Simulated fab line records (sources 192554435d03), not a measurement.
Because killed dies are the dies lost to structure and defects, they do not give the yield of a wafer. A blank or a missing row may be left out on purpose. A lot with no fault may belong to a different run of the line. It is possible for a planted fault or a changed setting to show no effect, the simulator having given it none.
Split-lot trial + flow n5-finfet + 21 wafers read from 7 lots, route of 1938 steps

== ON THE SPLIT ==
At N5_BEOL_M14_ILD_DEP_00 (deposits SiO2 from TEOS/O2, target thk 1119.3 nm, time 237.4 s), the setting time-s was moved away from the recipe's 237.4 s on 7 of the 21 wafers read, by -13.9% to +10.7%. For the rest of the wafers, this setting stayed at what the recipe calls for.

Between the split and the reading, the file records no step.

== THE READING ==
M14_ILD_THK, in nm, at N5_BEOL_M14_THK_MEAS_01. Typical for fault-free wafers on this fab line: 1119 nm, with standard deviation 15 nm.

| wafer  | tool, chamber at the split | time-s as run, s | against the recipe | M14_ILD_THK, nm | against lot-mates on the recipe |
|--------|----------------------------|------------------|--------------------|-----------------|---------------------------------|
| L079.1 | pecvd-01, 1                | 237.4            | recipe             | 1094            | -                               |
| L079.2 | pecvd-01, 0                | 237.4            | recipe             | 1070            | -                               |
| L079.6 | pecvd-01, 1                | 237.4            | recipe             | 1110            | -                               |
| L081.3 | pecvd-02, 2                | 211.6            | -10.9%             | 990             | -145                            |
| L081.5 | pecvd-02, 0                | 237.4            | recipe             | 1135            | -                               |
| L081.6 | pecvd-02, 2                | 211.6            | -10.9%             | 1003            | -132                            |
| L082.1 | pecvd-02, 0                | 205.7            | -13.4%             | 970             | -142                            |
| L082.2 | pecvd-02, 2                | 237.4            | recipe             | 1113            | -                               |
| L082.3 | pecvd-02, 1                | 237.4            | recipe             | 1112            | -                               |
| L086.3 | pecvd-04, 2                | 237.4            | recipe             | 1121            | -                               |
| L086.5 | pecvd-04, 0                | 237.4            | recipe             | 1130            | -                               |
| L086.6 | pecvd-04, 1                | 237.4            | recipe             | 1134            | -                               |
| L088.1 | pecvd-01, 0                | 204.3            | -13.9%             | 956             | -180                            |
| L088.2 | pecvd-01, 1                | 204.3            | -13.9%             | 973             | -163                            |
| L088.4 | pecvd-01, 1                | 237.4            | recipe             | 1136            | -                               |
| L093.3 | pecvd-02, 2                | 237.4            | recipe             | 1090            | -                               |
| L093.4 | pecvd-02, 2                | 237.4            | recipe             | 1119            | -                               |
| L093.5 | pecvd-02, 1                | 262.7            | +10.7%             | 1241            | +136                            |
| L095.1 | pecvd-02, 0                | 260.7            | +9.8%              | 1216            | +116                            |
| L095.2 | pecvd-02, 2                | 237.4            | recipe             | 1100            | -                               |
| L095.4 | pecvd-02, 2                | 237.4            | recipe             | 1100            | -                               |

THE FIT
A straight line over all 21 wafers: M14_ILD_THK changes by +10.8 nm for each +1% of time-s; r = +0.98; the points scatter about the line by 17 nm.
The same after taking each lot's own level away (the mean of its wafers on the recipe; 21 wafers): +12.1 nm for each +1%; r = +0.99; scatter 10 nm.
Per that fit: largest time-s move, reading shift of 1.7e+02 nm.
Across the lots, their own levels run from 1091.3 to 1136.0 nm, a range of 3.0 times the standard deviation given above.
So the slope is not independent of the lot-to-lot level: the two fits are not the same.
Check: -166 nm against its lot-mates is what the line predicts for one of the wafers moved furthest among these (-13.9%) when that wafer is left out of the fit. It came out at -180 nm against them.

== OTHER SPLITS ON THESE WAFERS ==
Note: prior to the reading, these wafers also went through further splits. Each is held against what the fit with the lots' levels taken away leaves over:
| other split on the same wafers    | wafers away from the commonest value | r with M14_ILD_THK (lot level and that fit taken away) |
|-----------------------------------|--------------------------------------|--------------------------------------------------------|
| N5_BEOL_M10_PEB_26 peb-time-s     | 8                                    | +0.03                                                  |
| N5_BEOL_M11_TRENCH_ETCH_37 time-s | 5                                    | -0.22                                                  |
| N5_BEOL_M11_CURE_72 time-s        | 7                                    | -0.06                                                  |
| N5_BEOL_M12_SPUTTER_44 power-w    | 9                                    | -0.09                                                  |

== THE WHOLE CHAIN: every reading that the file lists as answering this split, in the file's order ==
| step                    | what it does                                                   | reading                                                                             | change (the file's fit)             | r (the file's) |
|-------------------------|----------------------------------------------------------------|-------------------------------------------------------------------------------------|-------------------------------------|----------------|
| N5_BEOL_M14_ILD_DEP_00  | deposits SiO2 from TEOS/O2, target thk 1119.3 nm, time 237.4 s | SiO2_of_BEOL_M14_ILD_DEP_00.thk-nm (the simulator's own value, which no gauge read) | +12 nm for each +1% of the setting  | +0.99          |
| N5_BEOL_M14_THK_MEAS_01 |                                                                | M14_ILD_THK                                                                         | +12 for each +1% of the setting     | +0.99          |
| N5_BEOL_M14_VIA_ETCH_16 | etches SiO2 in C4F8/O2/Ar, target depth 1231.3 nm              | etch.depth-nm (the simulator's own value, which no gauge read)                      | +12 nm for each +1% of the setting  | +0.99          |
| N5_BEOL_M14_VIA_ETCH_16 | etches SiO2 in C4F8/O2/Ar, target depth 1231.3 nm              | coat_of_BEOL_M14_COAT_04.thk-nm (the simulator's own value, which no gauge read)    | -2.7 nm for each +1% of the setting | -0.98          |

== THE FILE'S OWN FIT ==
M14_ILD_THK changes by +12 nm for each +1% of time-s, r = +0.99.
